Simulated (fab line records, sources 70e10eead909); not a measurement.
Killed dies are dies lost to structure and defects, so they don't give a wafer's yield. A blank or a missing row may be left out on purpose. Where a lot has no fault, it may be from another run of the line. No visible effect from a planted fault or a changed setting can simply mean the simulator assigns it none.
Matching of chambers | flow nandHarc | rieDiel-13 running NHARC_A_STAIRCASE_DESCUM_291: 4 sister chambers
The step chemistry O2, time 3 s. 4 wafers are shown with their chamber, then 8 later ones without.

== EACH WAFER AND ITS CHAMBER ==
wafer  | chamber | drypumpMotorCurrentA (A)
L089.3 | 3       | 6.3
L089.4 | 1       | 6.3
L089.6 | 2       | 5.8
L091.1 | 0       | 5.9

== WAFERS WITHOUT THEIR CHAMBER ==
wafer  | drypumpMotorCurrentA (A)
L091.3 | 6.3
L091.6 | 6.2
L092.1 | 5.9
L092.5 | 6.3
L092.6 | 5.8
L096.3 | 5.9
L096.4 | 6.3
L096.6 | 6.2

== CHAMBER TAKEN BY EACH ==
wafer  | from the rows above     | in truth
L091.3 | can't be placed: 1 or 3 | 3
L091.6 | can't be placed: 1 or 3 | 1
L092.1 | 0                       | 0
L092.5 | can't be placed: 1 or 3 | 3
L092.6 | 2                       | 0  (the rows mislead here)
L096.3 | 0                       | 0
L096.4 | can't be placed: 1 or 3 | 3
L096.6 | can't be placed: 1 or 3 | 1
Correct placement for 2 of the 8. These rows do not allow placing 5 (true chamber among the candidates in 5). Wrongly placed: 1.
How it was worked out, from the rows above alone: a wafer's distance from a chamber is the root of the sum, over the readings, of the square of ((its reading less the chamber's mean) divided by the reading's scatter). The wafer belongs to the nearest chamber; if the next one is less than 2 further off, it can't be placed. A chamber's mean is the mean of its shown wafers. The scatter (one wafer shown for each chamber): square how far every hidden wafer sits from the nearest shown wafer, average those squares and take the square root.
